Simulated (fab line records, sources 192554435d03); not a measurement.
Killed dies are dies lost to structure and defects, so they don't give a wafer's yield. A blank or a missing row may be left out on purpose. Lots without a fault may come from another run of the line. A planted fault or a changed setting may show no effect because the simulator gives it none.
Split-lot experiment | flow n5_finfet | 7 lots, 21 wafers read, on a route of 1938 steps

THE SPLIT
At N5_BEOL_M12_ILD_DEP_00 (deposits SiOC from DEMS/O2, target thk 658.92 nm, time 130.7 s), the setting time_s was moved away from the recipe's 130.7 s on 6 of the 21 wafers read, by -14.8% to +10.6%. The other wafers ran this setting at the recipe's value.

The file shows no step between the split and the reading.

THE READING
M12_ILD_THK, in nm, at N5_BEOL_M12_THK_MEAS_01. Fault-free wafers of this fab line usually give 658 nm, standard deviation 9.3 nm.

wafer  | tool, chamber at the split | time_s as run, s | against the recipe | M12_ILD_THK, nm | against lot-mates on the recipe
L076.3 | pecvd-04, 0                | 141.1            | +8.0%              | 698             | +37
L076.4 | pecvd-04, 0                | 130.7            | recipe             | 659             | -
L076.6 | pecvd-04, 2                | 130.7            | recipe             | 663             | -
L079.1 | pecvd-03, 0                | 130.7            | recipe             | 648             | -
L079.2 | pecvd-03, 2                | 111.3            | -14.8%             | 553             | -95
L079.5 | pecvd-03, 2                | 111.3            | -14.8%             | 568             | -80
L078.1 | pecvd-04, 2                | 130.7            | recipe             | 654             | -
L078.2 | pecvd-04, 1                | 130.7            | recipe             | 645             | -
L078.5 | pecvd-04, 2                | 117.5            | -10.1%             | 594             | -56
L081.1 | pecvd-04, 1                | 130.7            | recipe             | 659             | -
L081.2 | pecvd-04, 0                | 144.5            | +10.6%             | 719             | +56
L081.4 | pecvd-04, 1                | 130.7            | recipe             | 666             | -
L082.2 | pecvd-02, 1                | 143              | +9.4%              | 728             | +60
L082.3 | pecvd-02, 2                | 130.7            | recipe             | 662             | -
L082.5 | pecvd-02, 1                | 130.7            | recipe             | 673             | -
L084.2 | pecvd-02, 2                | 130.7            | recipe             | 656             | -
L084.3 | pecvd-02, 1                | 130.7            | recipe             | 661             | -
L084.5 | pecvd-02, 1                | 130.7            | recipe             | 671             | -
L095.2 | pecvd-04, 2                | 130.7            | recipe             | 650             | -
L095.3 | pecvd-04, 0                | 130.7            | recipe             | 647             | -
L095.5 | pecvd-04, 0                | 130.7            | recipe             | 661             | -

THE FIT
A straight line over all 21 wafers: M12_ILD_THK changes by +6.4 nm for each +1% of time_s; r = +0.98; the points scatter about the line by 8.5 nm.
The same after taking each lot's own level away (the mean of its wafers on the recipe; 21 wafers): +5.72 nm for each +1%; r = +0.99; scatter 5.7 nm.
On that fit, the largest move of time_s shifts the reading by 85 nm.
The lots' own levels span 648.0 to 667.5 nm, that is 2.1 times the standard deviation above.
So the lot-to-lot level changes the slope: the two fits differ.
Check: with one of the wafers moved furthest among these (-14.8%) left out of the fit, the line predicts -81.2 nm for it against its lot-mates. It came out at -95 nm against them.

THE WHOLE CHAIN: every reading that the file lists as answering this split, in the file's order
step                    | what it does                                                   | reading                                                                             | change (the file's fit)              | r (the file's)
N5_BEOL_M12_ILD_DEP_00  | deposits SiOC from DEMS/O2, target thk 658.92 nm, time 130.7 s | SiOC_of_BEOL_M12_ILD_DEP_00.thk_nm (the simulator's own value, which no gauge read) | +5.68 nm for each +1% of the setting | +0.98
N5_BEOL_M12_THK_MEAS_01 |                                                                | M12_ILD_THK                                                                         | +5.67 for each +1% of the setting    | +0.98
N5_BEOL_M12_VIA_ETCH_16 | etches SiOC in C4F8/O2/Ar, target depth 724.8 nm               | etch.depth_nm (the simulator's own value, which no gauge read)                      | +5.68 nm for each +1% of the setting | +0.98
N5_BEOL_M12_VIA_ETCH_16 | etches SiOC in C4F8/O2/Ar, target depth 724.8 nm               | coat_of_BEOL_M12_COAT_04.thk_nm (the simulator's own value, which no gauge read)    | -1.76 nm for each +1% of the setting | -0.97
N5_BEOL_M12_STRIP_63    | strips in N2/H2                                                | strip_time_to_endpoint_s                                                            | withheld for each +1% of the setting | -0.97

THE FILE'S OWN FIT
M12_ILD_THK changes by +5.67 nm for each +1% of time_s, r = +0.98.
